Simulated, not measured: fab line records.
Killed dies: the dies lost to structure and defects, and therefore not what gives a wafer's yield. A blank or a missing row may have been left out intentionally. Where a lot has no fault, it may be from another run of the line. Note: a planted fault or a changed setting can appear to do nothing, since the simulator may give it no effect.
Chamber matching ; flow nand-harc ; NHARC_A_CONTACT_ETCH_110 on rie-diel-03: 4 sister chambers
The step etches the open film in CF4/O2, target depth 50 nm, overetch 5 nm, time 27.5 s. 8 wafers are shown with their chamber, then 7 later ones without.

== EACH WAFER AND ITS CHAMBER ==
wafer;chamber;drypump-motor-current-A (A);rf-vpp-V (V)
L714.3;1;5.4;198.0
L718.6;1;5.4;198.7
L721.3;0;5.1;196.4
L721.6;2;6.2;195.8
L722.5;3;5.7;197.1
L722.6;0;5.1;196.5
L724.1;3;5.8;196.8
L724.4;2;6.2;195.6

== WAFERS WITH NO CHAMBER GIVEN ==
wafer;drypump-motor-current-A (A);rf-vpp-V (V)
L724.5;5.1;197.9
L728.1;5.8;196.3
L728.2;6.2;196.7
L728.6;5.4;198.8
L732.3;6.2;196.3
L732.4;5.4;198.9
L732.5;5.4;199.0

== WHICH CHAMBER EACH ONE RAN IN ==
wafer;from the rows above;in truth
L724.5;0;0
L728.1;3;3
L728.2;2;2
L728.6;1;1
L732.3;2;2
L732.4;1;1
L732.5;1;1
Placed correctly: 7 of 7. Left unplaced by these rows: 0. 0 placed wrongly.
How it was worked out, from the rows above alone: a wafer's distance from a chamber is the root of the sum, over the readings, of the square of ((its reading less the chamber's mean) divided by the reading's scatter). If the next closest chamber is less than 2 further off than the closest, the wafer can't be placed; otherwise it belongs to the closest. For every chamber, the mean is computed from those of its wafers that are shown. The scatter: the root of (the sum of the squares of (reading less its chamber's mean) over the shown wafers, divided by (wafers less chambers)).
